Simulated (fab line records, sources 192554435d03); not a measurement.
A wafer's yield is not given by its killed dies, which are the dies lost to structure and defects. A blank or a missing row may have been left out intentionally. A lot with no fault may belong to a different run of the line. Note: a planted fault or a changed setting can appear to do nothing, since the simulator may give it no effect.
Code-filled problem report in 8D (eight disciplines) form	flow n5Finfet	the parts of the form that need people (team, actions taken, sign-off) are left out

## 1. THE ISSUE
Wafers without a fault read 0.76 a.u., standard deviation 0.085; oesProductAu at N5_BEOL_M3_ETCHBACK_99 reads a mean of 0.27 a.u. on 2 wafers belonging to 2 lots. Relative to the usual mean, that is a shift of -5.8 standard deviations.
The step: etches SiO2 in CHF3, target depth 5 nm, time 10.4 s.
First seen on wafer L992.4, day 11 00:13, on rieDiel-01. The record holds 22 wafers of 8 lots with a number at this step. The rule behind "out" and "out of limits": a value lying over 4 standard deviations away from the usual mean. Any other wafer with a number is counted as sound.

## 2. WHAT THIS IS AND IS NOT
question	is	is not
which readings at this step	oesProductAu	drypumpMotorCurrentA, rfVppV, throttleValvePct
which lots	L992, L998	L101, L978, L979, L987, L990, L991
which wafers of those lots	L992.4, L998.4	L992.1, L998.6
read on which tools	rieDiel-01, rieDiel-05	-
when	from day 11 00:13	up to then (16 sound wafers); but 4 sound wafers of L101, L998 came after

## 3. THE SUSPECTS, EACH WITH WHAT RULES IT OUT
Counting: any tool at a process step up to the reading remains a suspect provided it ran every lot that is out. Sound lots after the first of them don't rule it out here, since some wafers of a struck lot are sound.
- pvdSputter-02 at N5_BEOL_M3_HM_DEP_02 (deposits TiN, target thk 20 nm): kept. Every lot that is out went through it, the first being L992 (day 10 21:41); the last sound lot it ran before that was L990 (day 10 05:45).
- rieDiel-04 at N5_BEOL_M3_ETCH_77 (etches underlayer in N2/H2, target depth 6.5 nm, time 5.2 s): kept. Every lot that is out went through it, the first being L992 (day 10 23:24); the last sound lot it ran before that was L991 (day 10 18:31).
- Within rieDiel-04 at N5_BEOL_M3_ETCH_77: the wafers that are out ran in chambers 0, 1; their sound lot-mates ran in chamber 2.
The count leaves rieDiel-04 at N5_BEOL_M3_ETCH_77 and pvdSputter-02 at N5_BEOL_M3_HM_DEP_02.

## 4. THE CAUSE (what the simulator had put in)
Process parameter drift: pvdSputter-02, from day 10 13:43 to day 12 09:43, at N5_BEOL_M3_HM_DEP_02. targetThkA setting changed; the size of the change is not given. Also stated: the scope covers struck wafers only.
Counting leaves 2 suspects; this tool is one of them.

## 5. SEQUENCE OF EFFECTS, ordered by route
Each row: a reading whose mean over the struck wafers that have a number lies more than 3 standard deviations from the usual. Only readings for which the record gives a usual standard deviation are gone through. hours: the time from each lot's start at the first step in this table that gives one to its start at this step, as a median over the lots. sigmas: the change in usual standard deviations.
hours	step	reading	usual	on struck wafers	change	sigmas
0	N5_BEOL_M3_ETCHBACK_99	oesProductAu	0.76 a.u.	0.27	-0.49	-5.8
125	N5_PASSIVATION_PROBE_49	defectLimitedYield	91.0 %	0.0	-91.0	-65
125	N5_PASSIVATION_PROBE_49	killed_at_M0_to_M3	35	1120	+1086	+99 or more
125	N5_PASSIVATION_PROBE_49	killedDies	107	1180	+1073	+63
125	N5_PASSIVATION_PROBE_49	killedOnRim	15	152	+137	+33
125	N5_PASSIVATION_PROBE_49	sort_bin_5_function	5.3 %	97.0	+91.7	+99 or more
125	N5_PASSIVATION_PROBE_49	sortNPass	1073	0	-1073	-63
125	N5_PASSIVATION_PROBE_49	sortYieldPct	90.9 %	0.0	-90.9	-65
Its process steps:
- N5_BEOL_M3_ETCHBACK_99: etches SiO2 in CHF3, target depth 5 nm, time 10.4 s.
- N5_PASSIVATION_PROBE_49
Readings that are blank on the struck wafers while sound wafers have them: trenchDepthNm at N5_BEOL_M3_OCD_MEAS_38; cdNm at N5_BEOL_M3_CD_MEAS_35.

## 6. HOW IT WOULD HAVE BEEN CAUGHT EARLIER
First out-of-limits reading in this record: day 11 00:13, which is 10 hours after fault onset at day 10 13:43.
Tool readings at N5_BEOL_M3_HM_DEP_02 with a usual standard deviation given in the record: none out on any struck wafer, hence no alarm at a limit of 4 standard deviations on them.
Lots out: 2; of these, L998 started N5_BEOL_M3_HM_DEP_02 on pvdSputter-02 after day 11 00:13. A tool hold placed at that time would have kept it from harm.
